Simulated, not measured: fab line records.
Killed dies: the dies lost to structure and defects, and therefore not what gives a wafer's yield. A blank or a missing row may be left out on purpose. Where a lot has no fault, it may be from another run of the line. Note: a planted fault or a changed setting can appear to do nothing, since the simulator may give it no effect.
fab line records	flow n5Finfet
[record] lots = 7	wafers = 21
route steps=1938 shown SD_EPI_P@301 SDB@360 HKMG_FIN@390 GATE_CUT@469 MOL_CONTACT_COAG@531
startH: the number of hours between the record's first day and the start of the first shown wafer of the lot	waitH: how many hours have passed since the lot's step before this one	" repeats the value in the row above	L1.1+2: a row that stands for several wafers	- no value present, or no start provided	* or withheld: withheld	< > ~ a bound
route shown NAME@n: a module of which the file shows steps, and the number in the route of the first	usual: average and standard deviation across the fault-free wafers	same: alike in all rows	chamber/n: place in a boat	sites: each site's reading	_std_site: their standard deviation	_edge_site: mean of outer sites minus mean of inner sites	radiusMm: how far each site lies from the wafer's centre	mask NAME#n: copy n	behind: the tool/chamber that last shaped the wafer	hold: what put the lot on hold/how long, in hours/how the hold closed	device: names the non-switching transistor (n, p or np)	end of line: the same wafers' tests at the end of the route	a step given without rows: its recipe and nothing more	killed: count of dies lost to structure and defects at first sort (not the wafer's yield)	map: a wafer's dies, marking killed ones x, the rest . and places with no die _
set.NAME: the setting that was run; set.NAME@STEP: the one run at that earlier step	model.NAME: the simulator's own value behind a step, which no gauge read
lots with deliberately changed settings; one table per step, one row per wafer
[[steps]]
[step N5_SD_EPI_P_PEB_07]
[recipe] pebTempC = 110	pebTimeS = 60	resist = CAR-ArF-block
lot.wafer	tool	chamber	startH	waitH	set.pebTimeS
L076.1+6	lithoTrack-01	0	65.94	0.1	60
L076.2	"	0	"	"	70.51
L081.2+6	lithoTrack-03	0	95.26	0.0	60
L081.5	"	0	"	"	51.59
L086.3	lithoTrack-03	0	133.48	0.0	60
L086.4+5	"	0	"	"	72.43
L089.2+3+4	lithoTrack-01	0	147.47	0.0	60
L091.3	lithoTrack-05	0	158.13	0.0	60
L091.4+5	"	0	"	"	65.03
L095.2+6	lithoTrack-01	0	182.59	0.0	60
L095.4	"	0	"	"	53.63
L097.1+3	lithoTrack-03	0	199.85	0.1	60
L097.6	"	0	"	"	55.5
[step N5_SD_EPI_P_DEVELOP_08]
[recipe] developTimeS = 30	developer = TMAH	resist = CAR-ArF-block	devTempC = 23	rinseLiquid = diw	dry = airSpin
[step N5_SD_EPI_P_CD_MEAS_09]
[recipe] targetCdNm = 240	landingEnergyEv = 500	detector = seInlens
[usual] cdNm = 240.0/0.99
lot.wafer	tool	chamber	startH	waitH	set.pebTimeS@SD_EPI_P_PEB_07	cdNm
L076.1	cdSem-01	0	66.01	-	60	238.3
L076.2	"	0	"	"	70.51	244.3
L076.6	"	0	"	"	60	239.2
L081.2	cdSem-01	0	95.33	-	60	240.2
L081.5	"	0	"	"	51.59	234.8
L081.6	"	0	"	"	60	239.8
L086.3	cdSem-03	0	133.55	-	60	241.9
L086.4	"	0	"	"	72.43	247.2
L086.5	"	0	"	"	72.43	248.2
L089.2	cdSem-02	0	147.55	-	60	238.7
L089.3	"	0	"	"	60	239.2
L089.4	"	0	"	"	60	239.5
L091.3	cdSem-02	0	158.20	-	60	239.8
L091.4	"	0	"	"	65.03	243.2
L091.5	"	0	"	"	65.03	242.1
L095.2	cdSem-02	0	182.66	-	60	239.4
L095.4	"	0	"	"	53.63	235.6
L095.6	"	0	"	"	60	239.5
L097.1	cdSem-01	0	199.92	-	60	241.4
L097.3	"	0	"	"	60	240.5
L097.6	"	0	"	"	55.5	237.5
[step N5_SD_EPI_P_DESCUM_14]
[recipe] chemistry = O2	timeS = 7.9	sourcePowerW = 50	biasPowerW = 20	pressureMtorr = 20	rfFrequencyHz = 2.712e+07	tempC = 40	resist = CAR-ArF-block	o2FlowSccm = 225
lot.wafer	tool	chamber	startH	waitH	set.pebTimeS@SD_EPI_P_PEB_07	model.SD_EPI_P.cdNm
L076.1	rieDiel-04	3	66.15	0.1	60	238.4
L076.2	"	1	"	"	70.51	244.2
L076.6	"	0	"	"	60	239.4
L081.2+6	rieDiel-04	3	95.41	0.0	60	239.8
L081.5	"	2	"	"	51.59	234.4
L086.3	rieDiel-04	3	133.63	0.0	60	241.8
L086.4	"	1	"	"	72.43	247.4
L086.5	"	3	"	"	72.43	248.2
L089.2	rieDiel-04	1	148.73	1.1	60	239
L089.3	"	3	"	"	60	239.2
L089.4	"	0	"	"	60	239.4
L091.3	rieDiel-06	0	158.29	0.0	60	240
L091.4	"	3	"	"	65.03	243.2
L091.5	"	2	"	"	65.03	242.2
L095.2	rieDiel-06	1	182.74	0.0	60	239.6
L095.4	"	0	"	"	53.63	235.8
L095.6	"	3	"	"	60	239.2
L097.1	rieDiel-06	0	200.29	0.3	60	241.4
L097.3	"	2	"	"	60	240.6
L097.6	"	3	"	"	55.5	237.2
[step N5_SD_EPI_P_ETCH_36]
[recipe] chemistry = CF4	target = SiARC	targetDepthA = 455	maskMaterial = CAR-ArF-block	timeS = 75.8	ionEnergyEv = 80	pressureMtorr = 40	sourceW = 545	biasW = 36	Ar_flow_sccm = 100	cf4FlowSccm = 100	ends = cleared
lot.wafer	tool	chamber	startH	waitH	set.pebTimeS@SD_EPI_P_PEB_07	model.SD_EPI_P.cdNm
L076.1	rieDiel-04	3	66.19	0.0	60	238.2
L076.2	"	1	"	"	70.51	243.8
L076.6	"	0	"	"	60	239
L081.2	rieDiel-04	3	95.45	0.0	60	240
L081.5	"	2	"	"	51.59	234.6
L081.6	"	3	"	"	60	239.8
L086.3	rieDiel-04	3	133.67	0.0	60	241.8
L086.4	"	1	"	"	72.43	247
L086.5	"	3	"	"	72.43	248.2
L089.2	rieDiel-04	1	148.77	0.0	60	238.8
L089.3	"	3	"	"	60	239.4
L089.4	"	0	"	"	60	239.2
L091.3	rieDiel-06	0	158.32	0.0	60	240
L091.4	"	3	"	"	65.03	243.4
L091.5	"	2	"	"	65.03	242.2
L095.2	rieDiel-06	1	182.78	0.0	60	239.8
L095.4	"	0	"	"	53.63	235.8
L095.6	"	3	"	"	60	239.2
L097.1	rieDiel-06	0	200.32	0.0	60	241.4
L097.3	"	2	"	"	60	240.4
L097.6	"	3	"	"	55.5	237.4
[step N5_SD_EPI_P_ETCH_37]
[recipe] chemistry = N2/H2	target = SOC	overetchA = 1080	maskMaterial = SiARC	tempC = 40	ionEnergyEv = 100	sourceW = 3000	biasW = 133	pressureMtorr = 20	timeS = 486	n2FlowSccm = 200	h2FlowSccm = 200	ends = endPoint
lot.wafer	tool	chamber	startH	waitH	set.pebTimeS@SD_EPI_P_PEB_07	model.SD_EPI_P.cdNm
L076.1	rieDiel-04	3	66.24	0.0	60	237.6
L076.2	"	1	"	"	70.51	245
L076.6	"	0	"	"	60	239
L081.2	rieDiel-04	3	95.51	0.0	60	239.4
L081.5	"	2	"	"	51.59	234.6
L081.6	"	3	"	"	60	239
L086.3	rieDiel-04	3	133.72	0.0	60	242
L086.4	"	1	"	"	72.43	248.6
L086.5	"	3	"	"	72.43	248.8
L089.2	rieDiel-04	1	148.82	0.0	60	239.8
L089.3	"	3	"	"	60	239.4
L089.4	"	0	"	"	60	238.4
L091.3	rieDiel-06	0	158.38	0.0	60	240
L091.4	"	3	"	"	65.03	243.2
L091.5	"	2	"	"	65.03	242.6
L095.2	rieDiel-06	1	182.83	0.0	60	239.6
L095.4	"	0	"	"	53.63	235.8
L095.6	"	3	"	"	60	240
L097.1	rieDiel-06	0	200.38	0.0	60	242
L097.3	"	2	"	"	60	241.4
L097.6	"	3	"	"	55.5	239.2
[step N5_SD_EPI_P_ETCH_16]
[recipe] chemistry = CHF3/O2	target = SiO2	targetDepthA = 50	maskMaterial = SOC	pressureMtorr = 30	sourceW = 650	biasW = 170	Ar_flow_sccm = 200	CHF3_flow_sccm = 50	O2_flow_sccm = 5	ionEnergyEv = 200
lot.wafer	tool	chamber	startH	waitH	set.targetDepthA	model.etch.depthNm
L076.1	rieDiel-04	3	66.77	0.1	50	4.979
L076.2	"	1	"	"	44.3	4.412
L076.6	"	0	"	"	50	4.994
L081.2	rieDiel-04	3	96.03	0.1	50	4.988
L081.5	"	2	"	"	52.48	5.2
L081.6	"	3	"	"	52.48	5.239
L086.3	rieDiel-04	3	134.25	0.1	50	4.961
L086.4	"	1	"	"	44.46	4.47
L086.5	"	3	"	"	50	4.999
L089.2	rieDiel-04	1	149.35	0.1	50	5.075
L089.3	"	3	"	"	50	5.023
L089.4	"	0	"	"	50	5.018
L091.3	rieDiel-06	0	158.90	0.1	45.08	4.488
L091.4	"	3	"	"	50	5.101
L091.5	"	2	"	"	45.08	4.644
L095.2	rieDiel-06	1	183.36	0.1	50	5.013
L095.4	"	0	"	"	50	4.965
L095.6	"	3	"	"	46.01	4.668
L097.1	rieDiel-06	0	200.90	0.1	51.87	5.088
L097.3	"	2	"	"	50	5.075
L097.6	"	3	"	"	50	5.007
[step N5_SDB_ETCH_17]
[recipe] chemistry = CF4	target = SiARC	targetDepthA = 234	maskMaterial = CAR-ArF	timeS = 39	ionEnergyEv = 80	pressureMtorr = 40	sourceW = 545	biasW = 36	Ar_flow_sccm = 100	cf4FlowSccm = 100	ends = cleared
[usual] rfVppV = 184.1/1.2
lot.wafer	tool	chamber	startH	waitH	set.biasW	rfVppV
L076.1	rieDiel-03	1	77.61	0.0	36	184.3
L076.2	"	3	"	"	36	182.4
L076.6	"	3	"	"	36	184.0
L081.2	rieDiel-03	2	109.51	0.0	36	184.3
L081.5	"	1	"	"	36	183.4
L081.6	"	2	"	"	30.63	166.5
L086.3	rieDiel-02	1	145.22	0.0	37.66	191.4
L086.4	"	0	"	"	36	182.1
L086.5	"	1	"	"	36	184.1
L089.2	rieDiel-02	0	161.85	0.0	36	182.7
L089.3	"	1	"	"	36	185.1
L089.4	"	3	"	"	36	183.6
L091.3	rieDiel-02	3	169.80	0.0	36	182.8
L091.4	"	0	"	"	29.62	160.1
L091.5	"	2	"	"	29.62	160.7
L095.2	rieDiel-05	2	195.83	0.0	32.24	171.9
L095.4	"	2	"	"	32.24	170.8
L095.6	"	3	"	"	36	185.2
L097.1	rieDiel-03	3	213.82	0.0	36	182.4
L097.3	"	1	"	"	31.01	167.5
L097.6	"	3	"	"	36	183.0
[step N5_SDB_ETCH_18]
[recipe] chemistry = N2/H2	target = SOC	targetDepthA = 1000	overetchA = 200	maskMaterial = SiARC	tempC = 40	timeS = 150	ionEnergyEv = 200	pressureMtorr = 30	sourceW = 840	biasW = 150	n2FlowSccm = 200	h2FlowSccm = 200
[usual] rfVppV = 523.8/2.6
lot.wafer	tool	chamber	startH	waitH	set.sourceW	rfVppV
L076.1	rieDiel-03	1	77.65	0.0	840	525.9
L076.2	"	3	"	"	899.2	511.1
L076.6	"	3	"	"	899.2	512.6
L081.2	rieDiel-03	2	109.55	0.0	705.3	555.3
L081.5	"	1	"	"	705.3	555.8
L081.6	"	2	"	"	840	522.9
L086.3	rieDiel-02	1	145.25	0.0	791.3	538.3
L086.4	"	0	"	"	791.3	526.9
L086.5	"	1	"	"	840	526.1
L089.2	rieDiel-02	0	161.89	0.0	840	517.7
L089.3	"	1	"	"	840	524.0
L089.4	"	3	"	"	840	522.7
L091.3	rieDiel-02	3	169.84	0.0	840	522.4
L091.4	"	0	"	"	710.6	548.1
L091.5	"	2	"	"	840	523.0
L095.2	rieDiel-05	2	195.87	0.0	752.9	542.2
L095.4	"	2	"	"	840	522.8
L095.6	"	3	"	"	752.9	545.3
L097.1	rieDiel-03	3	213.86	0.0	840	521.9
L097.3	"	1	"	"	840	524.9
L097.6	"	3	"	"	840	524.2
[step N5_HKMG_FIN_COAT_41]
[recipe] resist = SOC	tempC = 250	timeS = 60	spinRpm = 1500	resistThkNm = 300
lot.wafer	tool	chamber	startH	waitH	set.spinRpm	model.SOC_of_HKMG_FIN_COAT_41.thkNm
L076.1	lithoTrack-05	0	82.83	-	1500	300.4
L076.2	"	0	"	"	1571	293.8
L076.6	"	0	"	"	1571	293.4
L081.2	lithoTrack-02	0	114.92	-	1500	299.6
L081.5	"	0	"	"	1500	300.8
L081.6	"	0	"	"	1500	300
L086.3	lithoTrack-02	0	150.52	-	1408	309.8
L086.4	"	0	"	"	1408	309.6
L086.5	"	0	"	"	1500	301
L089.2	lithoTrack-02	0	166.93	-	1500	299.2
L089.3	"	0	"	"	1500	299.4
L089.4	"	0	"	"	1500	298.8
L091.3+4+5	lithoTrack-01	0	176.45	-	1500	300.8
L095.2	lithoTrack-05	0	201.46	-	1500	300
L095.4	"	0	"	"	1393	310.4
L095.6	"	0	"	"	1500	300.4
L097.1	lithoTrack-05	0	219.11	-	1500	300
L097.3	"	0	"	"	1500	300.6
L097.6	"	0	"	"	1349	315.6
[step N5_HKMG_FIN_ETCH_54]
[recipe] chemistry = CF4	target = SiARC	targetDepthA = 455	maskMaterial = CAR-ArF	timeS = 75.8	ionEnergyEv = 80	pressureMtorr = 40	sourceW = 545	biasW = 36	Ar_flow_sccm = 100	cf4FlowSccm = 100	ends = cleared
[usual] etchRfOnTimeS = 75.3/1.7	rfVppV = 184.1/1.1
lot.wafer	tool	chamber	startH	waitH	set.sourceW	etchRfOnTimeS	rfVppV
L076.1	rieDiel-05	0	83.19	0.0	545	75.0	184.8
L076.2	"	1	"	"	545	74.6	184.3
L076.6	"	0	"	"	545	74.6	184.5
L081.2	rieDiel-05	1	115.41	0.0	545	74.4	184.9
L081.5	"	1	"	"	545	74.2	184.4
L081.6	"	0	"	"	545	75.5	185.4
L086.3	rieDiel-03	3	151.01	0.0	545	73.4	182.7
L086.4	"	1	"	"	545	76.0	182.7
L086.5	"	2	"	"	545	73.1	182.0
L089.2	rieDiel-02	1	167.30	0.0	545	78.4	184.5
L089.3	"	0	"	"	545	74.6	181.4
L089.4	"	2	"	"	545	77.5	183.7
L091.3	rieDiel-02	0	176.94	0.0	545	74.1	183.9
L091.4	"	3	"	"	545	74.2	184.7
L091.5	"	1	"	"	456.9	91.0	197.0
L095.2	rieDiel-02	0	202.17	0.0	502.7	80.4	186.4
L095.4	"	0	"	"	502.7	81.3	187.3
L095.6	"	1	"	"	545	78.1	185.2
L097.1	rieDiel-03	3	219.50	0.0	500	79.2	189.2
L097.3	"	3	"	"	500	79.7	190.5
L097.6	"	3	"	"	545	73.2	183.0
[step N5_GATE_CUT_ETCH_58]
[recipe] chemistry = CH3F/O2	target = SiNx	targetDepthA = 170	timeS = 128.6	ionEnergyEv = 50	pressureMtorr = 30	sourceW = 415	biasW = 21	Ar_flow_sccm = 150	CH3F_flow_sccm = 30	O2_flow_sccm = 20
[usual] rfVppV = 99.2/1
lot.wafer	tool	chamber	startH	waitH	set.sourceW	rfVppV
L076.1	rieDiel-06	0	91.13	0.0	470.7	94.8
L076.2	"	1	"	"	415	98.0
L076.6	"	1	"	"	470.7	94.1
L081.2	rieDiel-06	1	123.71	0.1	415	99.0
L081.5	"	0	"	"	366.8	104.7
L081.6	"	3	"	"	415	99.1
L086.3	rieDiel-04	3	159.44	0.1	344.6	105.0
L086.4	"	0	"	"	344.6	106.7
L086.5	"	2	"	"	415	100.8
L089.2	rieDiel-04	1	175.66	0.0	415	99.1
L089.3	"	3	"	"	415	99.3
L089.4	"	0	"	"	415	99.9
L091.3	rieDiel-04	1	186.11	0.0	440.9	98.0
L091.4	"	3	"	"	440.9	97.1
L091.5	"	0	"	"	440.9	97.2
L095.2	rieDiel-04	1	210.40	0.0	415	99.8
L095.4	"	3	"	"	415	100.7
L095.6	"	2	"	"	415	99.4
L097.1	rieDiel-04	2	228.62	0.1	443.2	97.6
L097.3	"	0	"	"	415	99.0
L097.6	"	3	"	"	415	99.7
[step N5_GATE_CUT_COAT_27]
[recipe] resist = underlayer	tempC = 205	timeS = 60	spinRpm = 1500	resistThkNm = 10
lot.wafer	tool	chamber	startH	waitH	set.spinRpm	model.underlayer_of_GATE_CUT_COAT_27.thkNm
L076.1+2	lithoTrack-03	0	-	-	1603	9.6
L076.6	"	0	"	"	1500	10
L081.2	lithoTrack-03	0	-	-	1500	10
L081.5+6	"	0	"	"	1556	9.8
L086.3+4+5	lithoTrack-04	0	-	-	1500	10
L089.2+3+4	lithoTrack-03	0	-	-	1500	10
L091.3+4	lithoTrack-03	0	-	-	1612	9.6
L091.5	"	0	"	"	1500	10
L095.2	lithoTrack-04	0	-	-	1346	10.6
L095.4+6	"	0	"	"	1500	10
L097.1+3+6	lithoTrack-04	0	-	-	1500	10
[step N5_GATE_CUT_COAT_07]
[recipe] resist = CAR-EUV	spinRpm = 1500	resistThkNm = 30
[step N5_GATE_CUT_EBR_09]
[recipe] solvent = PGMEA	ebrWidthMm = 1.5
[step N5_GATE_CUT_DESCUM_18]
[recipe] chemistry = O2	timeS = 7	sourcePowerW = 50	biasPowerW = 20	pressureMtorr = 20	rfFrequencyHz = 2.712e+07	tempC = 40	resist = CAR-EUV	o2FlowSccm = 225
[step N5_GATE_CUT_ETCH_28]
[recipe] chemistry = N2/H2	target = underlayer	targetDepthA = 130	maskMaterial = CAR-EUV	timeS = 10.4	ionEnergyEv = 200	pressureMtorr = 30	sourceW = 840	biasW = 150	n2FlowSccm = 200	h2FlowSccm = 200	ends = cleared
[usual] etchRfOnTimeS = 10.42/0.25
lot.wafer	tool	chamber	startH	waitH	set.spinRpm@GATE_CUT_COAT_27	etchRfOnTimeS	model.CAR-EUV_of_GATE_CUT_COAT_07.thkNm	model.etch.depthNm
L076.1	rieDiel-01	1	94.54	0.0	1603	9.97	15.2	9.652
L076.2	"	0	"	"	1603	10.19	15.2	9.659
L076.6	"	2	"	"	1500	10.59	14.8	9.988
L081.2	rieDiel-01	3	127.12	0.0	1500	10.33	14.8	9.972
L081.5	"	1	"	"	1556	10.14	14.8	9.788
L081.6	"	0	"	"	1556	10.35	14.8	9.832
L086.3	rieDiel-04	2	163.06	0.0	1500	10.54	14.6	9.988
L086.4	"	1	"	"	1500	10.11	14.8	9.997
L086.5	"	3	"	"	1500	10.24	14.8	9.98
L089.2	rieDiel-01	0	179.26	0.0	1500	10.46	14.6	10.01
L089.3	"	1	"	"	1500	10.30	14.6	9.998
L089.4	"	3	"	"	1500	10.49	14.8	9.996
L091.3	rieDiel-06	3	189.83	0.0	1612	9.69	15	9.665
L091.4	"	1	"	"	1612	9.89	15.2	9.622
L091.5	"	2	"	"	1500	10.27	14.4	10
L095.2	rieDiel-06	0	214.08	0.0	1346	11.35	14	10.56
L095.4	"	3	"	"	1500	10.13	14.8	10.02
L095.6	"	1	"	"	1500	10.31	14.8	10
L097.1	rieDiel-06	3	232.07	0.0	1500	9.97	14.6	10
L097.3	"	2	"	"	1500	10.11	14.4	10.03
L097.6	"	2	"	"	1500	10.10	14.6	10.02
[step N5_MOL_CONTACT_COAG_ETCH_105]
[recipe] chemistry = CF4	target = SiARC	targetDepthA = 156	maskMaterial = CAR-EUV	timeS = 26	ionEnergyEv = 80	pressureMtorr = 40	sourceW = 545	biasW = 36	Ar_flow_sccm = 100	cf4FlowSccm = 100	ends = cleared
[usual] rfVppV = 184.2/1.1
lot.wafer	tool	chamber	startH	waitH	set.biasW	rfVppV
L076.1	rieDiel-05	0	98.46	0.0	36	183.9
L076.2	"	1	"	"	33.93	178.7
L076.6	"	3	"	"	33.93	178.5
L081.2	rieDiel-05	0	131.91	0.0	36	185.7
L081.5	"	2	"	"	36	184.0
L081.6	"	3	"	"	36	184.4
L086.3	rieDiel-02	2	168.10	0.0	30.97	167.9
L086.4	"	1	"	"	36	185.1
L086.5	"	1	"	"	30.97	168.2
L089.2	rieDiel-03	0	185.90	0.0	36	183.7
L089.3	"	2	"	"	36	182.5
L089.4	"	1	"	"	36	183.5
L091.3	rieDiel-05	3	193.64	0.0	37.71	190.1
L091.4	"	0	"	"	36	185.5
L091.5	"	2	"	"	36	183.0
L095.2	rieDiel-05	3	218.12	0.0	38.52	193.2
L095.4	"	2	"	"	36	183.5
L095.6	"	3	"	"	36	183.6
L097.1	rieDiel-05	0	236.62	0.0	36	184.5
L097.3	"	3	"	"	36	183.0
L097.6	"	0	"	"	39.64	196.5
[step N5_MOL_CONTACT_COAG_ETCH_15]
[recipe] chemistry = CH3F/O2	target = SiNx	targetDepthA = 70	maskMaterial = SOC	stopOn = Si:P	overEtchFrac = 0.75	ionEnergyEv = 120	pressureMtorr = 30	sourceW = 395	biasW = 73	Ar_flow_sccm = 150	CH3F_flow_sccm = 30	O2_flow_sccm = 20
[usual] rfVppV = 298/5.8
lot.wafer	tool	chamber	startH	waitH	set.sourceW	rfVppV
L076.1	rieDiel-05	0	98.62	0.0	339.2	321
L076.2	"	1	"	"	339.2	321
L076.6	"	3	"	"	339.2	322
L081.2	rieDiel-05	0	132.08	0.0	395	300
L081.5	"	2	"	"	359.8	320
L081.6	"	3	"	"	359.8	313
L086.3	rieDiel-02	2	168.26	0.0	395	311
L086.4	"	1	"	"	395	302
L086.5	"	1	"	"	395	303
L089.2	rieDiel-03	0	186.07	0.0	395	295
L089.3	"	2	"	"	395	290
L089.4	"	1	"	"	395	289
L091.3	rieDiel-05	3	193.81	0.0	340	323
L091.4	"	0	"	"	395	299
L091.5	"	2	"	"	340	327
L095.2	rieDiel-05	3	218.29	0.0	395	300
L095.4	"	2	"	"	465.7	282
L095.6	"	3	"	"	395	300
L097.1	rieDiel-05	0	236.79	0.0	368.6	309
L097.3	"	3	"	"	395	300
L097.6	"	0	"	"	368.6	310
[[key]]
[split] step = N5_SD_EPI_P_PEB_07	setting = pebTimeS	stated = 60	by = wafer
[response] step = N5_SD_EPI_P_CD_MEAS_09	reading = cdNm	change = +0.326	per = 1%	r = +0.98
[response] step = N5_SD_EPI_P_DESCUM_14	reading = model.SD_EPI_P.cdNm	change = +0.326	per = 1%	r = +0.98
[response] step = N5_SD_EPI_P_ETCH_36	reading = model.SD_EPI_P.cdNm	change = +0.32	per = 1%	r = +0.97
[response] step = N5_SD_EPI_P_ETCH_37	reading = model.SD_EPI_P.cdNm	change = +0.347	per = 1%	r = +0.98
[split] step = N5_SD_EPI_P_ETCH_16	setting = targetDepthA	stated = 50	by = wafer
[response] step = N5_SD_EPI_P_ETCH_16	reading = model.etch.depthNm	change = +0.0472	per = 1%	r = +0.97
[split] step = N5_SDB_ETCH_17	setting = biasW	stated = 36	by = wafer
[response] step = N5_SDB_ETCH_17	reading = rfVppV	change = +1.22	per = 1%	r = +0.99
[split] step = N5_SDB_ETCH_18	setting = sourceW	stated = 840	by = wafer
[response] step = N5_SDB_ETCH_18	reading = rfVppV	change = -1.85	per = 1%	r = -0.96
[split] step = N5_HKMG_FIN_COAT_41	setting = spinRpm	stated = 1500	by = wafer
[response] step = N5_HKMG_FIN_COAT_41	reading = model.SOC_of_HKMG_FIN_COAT_41.thkNm	change = -1.47	per = 1%	r = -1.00
[split] step = N5_HKMG_FIN_ETCH_54	setting = sourceW	stated = 545	by = wafer
[response] step = N5_HKMG_FIN_ETCH_54	reading = etchRfOnTimeS	change = *	per = 1%	r = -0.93
[response] step = N5_HKMG_FIN_ETCH_54	reading = rfVppV	change = -0.707	per = 1%	r = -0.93
[split] step = N5_GATE_CUT_ETCH_58	setting = sourceW	stated = 415	by = wafer
[response] step = N5_GATE_CUT_ETCH_58	reading = rfVppV	change = -0.325	per = 1%	r = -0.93
[split] step = N5_GATE_CUT_COAT_27	setting = spinRpm	stated = 1500	by = wafer
[response] step = N5_GATE_CUT_COAT_27	reading = model.underlayer_of_GATE_CUT_COAT_27.thkNm	change = -0.0569	per = 1%	r = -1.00
[response] step = N5_GATE_CUT_ETCH_28	reading = etchRfOnTimeS	change = *	per = 1%	r = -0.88
[response] step = N5_GATE_CUT_ETCH_28	reading = model.CAR-EUV_of_GATE_CUT_COAT_07.thkNm	change = +0.0728	per = 1%	r = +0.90
[response] step = N5_GATE_CUT_ETCH_28	reading = model.etch.depthNm	change = -0.0503	per = 1%	r = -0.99
[split] step = N5_MOL_CONTACT_COAG_ETCH_105	setting = biasW	stated = 36	by = wafer
[response] step = N5_MOL_CONTACT_COAG_ETCH_105	reading = rfVppV	change = +1.23	per = 1%	r = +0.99
[split] step = N5_MOL_CONTACT_COAG_ETCH_15	setting = sourceW	stated = 395	by = wafer
[response] step = N5_MOL_CONTACT_COAG_ETCH_15	reading = rfVppV	change = -1.4	per = 1%	r = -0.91
